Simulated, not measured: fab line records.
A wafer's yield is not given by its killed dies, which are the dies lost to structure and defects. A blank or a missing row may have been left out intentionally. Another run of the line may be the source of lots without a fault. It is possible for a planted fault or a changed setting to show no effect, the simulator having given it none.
Code-filled problem report in 8D (eight disciplines) form    flow n5-finfet    the parts of the form that need people (team, actions taken, sign-off) are left out

1. PROBLEM STATEMENT
N5_PASSIVATION_PECVD_35, run-length-s: mean 238.4 s over 1 wafer from 1 lot; wafers with no fault: 195.6 s, standard deviation 0.68. That is +63 standard deviations from the usual mean.
The step: deposits SiNx from SiH4/NH3/N2, target thk 700 nm, time 151.3 s.
Earliest sighting: wafer L211.1 on pecvd-01 at day 14 04:25. The record holds 26 wafers of 9 lots with a number at this step. Rule for "out", or "out of limits": more than 4 standard deviations from the usual mean. The rest of the wafers with a number are treated as sound.

2. WHAT IT IS, WHAT IT ISN'T
question                     is                 is not
which readings at this step  run-length-s       heater-power-outer-w, heater-power-w, rf-fwd-power-W, showerhead-plenum-p-Torr, showerhead-vpp-V, susceptor-temp-C, throttle-valve-pct
which lots                   L211               L205, L206, L207, L209, L218, L221, L223, L224
which wafers of those lots   L211.1             L211.2, L211.3
read on which tools          pecvd-01           pecvd-02, pecvd-04
when                         from day 14 04:25  up to then (14 sound wafers); but 11 sound wafers of L218, L221, L223, L224 came after

3. SUSPECTS, AND WHAT RULES EACH OUT
Counting: if a tool at a process step up to the reading ran every lot that is out, it stays a suspect. Sound lots after the first of them don't rule it out here, since some wafers of a struck lot are sound.
- rie-diel-05 at N5_PASSIVATION_DESCUM_12 (chemistry O2, time 7.9 s): kept. The lot that is out, L211, ran on it at day 14 01:40; the last sound lot it ran before that was L209, at day 13 20:49.
- rie-diel-05 at N5_PASSIVATION_VIA_ETCH_13 (etches SiO2 in CHF3/O2, target depth 660 nm, time 330 s): kept. The lot that is out, L211, ran on it at day 14 01:50; the last sound lot it ran before that was L209, at day 13 20:58.
- pecvd-01 at N5_PASSIVATION_PECVD_35 (deposits SiNx from SiH4/NH3/N2, target thk 700 nm, time 151.3 s): kept. The lot that is out, L211, ran on it at day 14 04:25; the last sound lot it ran before that was L209, at day 14 00:02. On those wafers its own readings are out: run-length-s.
- Within rie-diel-05 at N5_PASSIVATION_DESCUM_12: the wafers that are out ran in chamber 2; their sound lot-mates ran in chambers 0, 3.
- Within rie-diel-05 at N5_PASSIVATION_VIA_ETCH_13: the wafers that are out ran in chamber 2; their sound lot-mates ran in chambers 0, 3.
- Within pecvd-01 at N5_PASSIVATION_PECVD_35: the wafers that are out ran in chamber 1; their sound lot-mates ran in chambers 0, 2.
Left after counting: rie-diel-05 at N5_PASSIVATION_DESCUM_12, rie-diel-05 at N5_PASSIVATION_VIA_ETCH_13, pecvd-01 at N5_PASSIVATION_PECVD_35.

4. THE CAUSE (what the simulator had put in)
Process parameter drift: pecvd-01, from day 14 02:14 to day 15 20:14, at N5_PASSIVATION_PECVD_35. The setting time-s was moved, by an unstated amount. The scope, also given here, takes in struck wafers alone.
After counting, 3 suspects remain, this tool included.

5. SEQUENCE OF EFFECTS, ordered by route
Each row: a reading whose mean over the struck wafers that have a number lies more than 3 standard deviations from the usual. Scope: only readings with a usual standard deviation given in the record; hours: median across lots of the time from each lot's start at the first step in this table that gives one to its start at this step; sigmas: change in usual standard deviations.
hours  step                     reading               usual    on struck wafers  change  sigmas
0      N5_PASSIVATION_PECVD_35  run-length-s          195.6 s  238.4             +42.8   +63
5      N5_PASSIVATION_PROBE_49  defect-limited-yield  91.5 %   0.0               -91.5   -54
5      N5_PASSIVATION_PROBE_49  killed-at-other       4        1091              +1087   +99 or more
5      N5_PASSIVATION_PROBE_49  killed-dies           101      1180              +1079   +54
5      N5_PASSIVATION_PROBE_49  killed-on-rim         13       152               +139    +34
5      N5_PASSIVATION_PROBE_49  sort_bin_5_function   5.0 %    96.8              +91.8   +83
5      N5_PASSIVATION_PROBE_49  sort-n-pass           1078     0                 -1078   -54
5      N5_PASSIVATION_PROBE_49  sort-yield-pct        91.4 %   0.0               -91.4   -54
Process steps it contains:
- N5_PASSIVATION_PECVD_35: deposits SiNx from SiH4/NH3/N2, target thk 700 nm, time 151.3 s.
- N5_PASSIVATION_PROBE_49
Later steps that measure or inspect, where all struck wafers having a row at the step show a number for every such reading and not one has moved that far: N5_PASSIVATION_OVL_MEAS_66.

6. HOW IT WOULD HAVE BEEN CAUGHT EARLIER
In this record no reading fell out of limits until day 14 04:25, 2 hours after the fault had begun at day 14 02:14.
